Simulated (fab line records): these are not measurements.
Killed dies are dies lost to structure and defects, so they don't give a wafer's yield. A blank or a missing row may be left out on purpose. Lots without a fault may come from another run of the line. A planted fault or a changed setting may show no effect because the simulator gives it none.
Chamber matching ; flow nand-harc ; NHARC_A_STAIRCASE_DEP_301 on pecvd-01 has 3 sister chambers
The step deposits SiON, target thk 30 nm. 3 wafers are shown with their chamber, then 11 later ones without.

WAFERS, EACH WITH ITS CHAMBER
wafer;chamber;heater-power-w (W)
L084.4;1;822
L084.6;0;958
L086.1;2;501

WAFERS WHOSE CHAMBER IS MISSING
wafer;heater-power-w (W)
L086.2;801
L086.4;502
L085.1;878
L085.3;1000
L085.6;504
L090.1;998
L090.3;597
L090.6;756
L096.3;509
L096.4;796
L096.5;804

EACH ONE'S CHAMBER
wafer;from the rows above;in truth
L086.2;1;1
L086.4;2;2
L085.1;can't be placed: 1 or 0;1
L085.3;0;0
L085.6;2;2
L090.1;0;0
L090.3;2;2
L090.6;1;1
L096.3;2;2
L096.4;1;1
L096.5;1;1
Correctly placed: 10 of 11. Not placeable from these rows: 1 (in 1, the candidates include the true chamber). Number placed wrongly: 0.
How it was worked out, from the rows above alone: a wafer's distance from a chamber is the root of the sum, over the readings, of the square of ((its reading less the chamber's mean) divided by the reading's scatter). If the next closest chamber is less than 2 further off than the closest, the wafer can't be placed; otherwise it belongs to the closest. For every chamber, the mean is computed from those of its wafers that are shown. The scatter: root of mean squared gap, hidden wafer to nearest shown wafer, with one shown wafer a chamber.
